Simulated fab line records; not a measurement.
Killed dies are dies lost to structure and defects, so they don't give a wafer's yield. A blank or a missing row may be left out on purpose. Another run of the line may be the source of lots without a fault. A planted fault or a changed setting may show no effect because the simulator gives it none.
Struck lot and sound lot, side by side	flow nandHarc	40 steps out of a route of 1159
Sound: these wafers, L905.1, L905.3, L905.6. Wafers L912.3, L912.5, L912.6 were the ones struck. The cause comes at the end.
At each step with rows: each side's tool, then ch and its chambers, then its first start. Under that, the readings that differ: sound wafers	struck wafers	difference of the means	sigmas: that difference in standard deviations of wafers without a fault.
alike: words and numbers the same on both sides, and readings whose means are apart by under 2 such deviations; not compared: readings that were withheld, readings missing a value for some wafer, numbers with overlapping values and no deviation given by the record, and bounds like >300 which may hide the same value.
A row with sigmas, a row that says differs or no value, or rows on one side alone: a step with any of these is where the two part. Non-overlapping numbers with no deviation appear without sigmas and do not part them. A reading that every wafer of one side lacks parts them only if that side has two wafers or more.

NHARC_A_M0_PRE_CLEAN_29: time 30 s.
  sound on pvdSputter-01; struck on pvdSputter-03
  alike: heaterPowerW
then, 5 steps without rows for these wafers: NHARC_A_M0_PVD_20 (deposits TaN, target thk 5 nm, time 8.06 s); NHARC_A_M0_PVD_21 (deposits Cu, target thk 30 nm, time 20.49 s); NHARC_A_M0_ECD_22 (material Cu, target thk 400 nm); NHARC_A_M0_ANNEAL_30 (time 90 s); NHARC_A_M0_CMP_23 (polishes, t overpolish 20 s, target thk 113.75 nm).
NHARC_A_M0_THK_MEAS_24: measures by xrf.
  sound on filmMetro-01, day 18 05:32; struck on filmMetro-02, day 20 22:08
  alike: thkNm
then, 1 step without rows for these wafers: NHARC_A_M0_SRD_25.
NHARC_A_M0_INSPECT_27:
  sound on defectInspect-02, day 18 05:41; struck on defectInspect-02, day 20 22:19
  alike: rawDefectCount
NHARC_A_M0_PRE_CLEAN_31: time 12 s.
  sound on pecvd-01 ch 0,2, day 18 05:46; struck on pecvd-02 ch 0,1, day 21 00:32
  alike: heaterPowerOuterW, heaterPowerW
then, 1 step without rows for these wafers: NHARC_A_M0_DEP_32 (deposits SiCN, target thk 30 nm).
NHARC_A_M1_DEP_00: deposits SiOC, target thk 182.5 nm.
  sound on pecvd-03 ch 0,1, day 18 06:15; struck on pecvd-01 ch 0,2, day 21 01:28
then, 9 steps without rows for these wafers: NHARC_A_M1_DEHYDRATE_01 (time 120 s); NHARC_A_M1_HMDS_02 (time 30 s); NHARC_A_M1_COAT_34 (time 65 s); NHARC_A_M1_COAT_03 (resist thk 90 nm); NHARC_A_M1_SOFTBAKE_04 (time 55 s); NHARC_A_M1_EBR_05; NHARC_A_M1_EXPOSE_06 (exposes mask A M1, target cd 120 nm); NHARC_A_M1_PEB_07 (peb time 65 s); NHARC_A_M1_DEVELOP_08 (develop time 35 s).
NHARC_A_M1_CD_MEAS_09 targets a cd of 120 nm.
  sound on cdSem-02 ch 0, day 18 07:05; struck on cdSem-01 ch 0, day 21 02:18
  alike: cdNm
NHARC_A_M1_OVL_MEAS_10: pitch 240 nm.
  sound on overlay-01, day 18 07:10; struck on overlay-02, day 21 02:23
  alike: overlayXNm, overlayYNm
NHARC_A_M1_INSPECT_11:
  sound on defectInspect-01, day 18 07:13; struck on defectInspect-02, day 21 02:26
  alike: rawDefectCount
then, 1 step without rows for these wafers: NHARC_A_M1_DESCUM_14 (chemistry O2, time 3 s).
NHARC_A_M1_ETCH_35: etches the open film in N2/H2, target depth 40 nm, overetch 12 nm, time 43.94 s.
  sound on rieDiel-02 ch 2,3, day 18 07:21; struck on rieDiel-12 ch 0,1,3, day 21 02:36
  alike: biasW, drypumpMotorCurrentA, oesProductAu, rfVppV, showerheadPlenumPTorr, throttleValvePct
  not compared: rfHoursCounterH
then, 1 step without rows for these wafers: NHARC_A_M1_ETCH_15 (etches the open film in C4F8/Ar, target depth 182.5 nm, time 91.2 s).
NHARC_A_M1_CD_MEAS_16:
  sound on cdSem-03, day 18 07:34; struck on cdSem-02, day 21 02:49
  alike: cdNm
then, 4 steps without rows for these wafers: NHARC_A_M1_STRIP_18 (strips in N2/H2); NHARC_A_M1_ETCH_28 (etches the open film in CF4/N2, target depth 30 nm, time 72.99 s); NHARC_A_M1_STRIP_19 (strips in post etch residue remover, time 600 s); NHARC_A_M1_DEGAS_29 (time 60 s).
NHARC_A_M1_PRE_CLEAN_30: time 30 s.
  sound on pvdSputter-03; struck on pvdSputter-02
  alike: heaterPowerW
then, 1 step without rows for these wafers: NHARC_A_M1_PVD_20 (deposits TaN, target thk 5 nm, time 8.06 s).
NHARC_A_M1_PVD_21: deposits Cu, target thk 30 nm, time 20.49 s.
  sound on pvdSputter-03; struck on pvdSputter-02
  alike: throttleValvePct
then, 4 steps without rows for these wafers: NHARC_A_M1_ECD_22 (material Cu, target thk 400 nm); NHARC_A_M1_ANNEAL_31 (time 90 s); NHARC_A_M1_CMP_23 (polishes, t overpolish 20 s, target thk 154.34 nm); NHARC_A_M1_SRD_25.
NHARC_END_SORT_01:
  at this point the record logs the struck wafers (prober-02 ch 0, day 22 14:59) and has no rows for the sound ones

WHERE THEY PART
Within this record, at NHARC_END_SORT_01 only.

WHY: the cause the simulator had injected
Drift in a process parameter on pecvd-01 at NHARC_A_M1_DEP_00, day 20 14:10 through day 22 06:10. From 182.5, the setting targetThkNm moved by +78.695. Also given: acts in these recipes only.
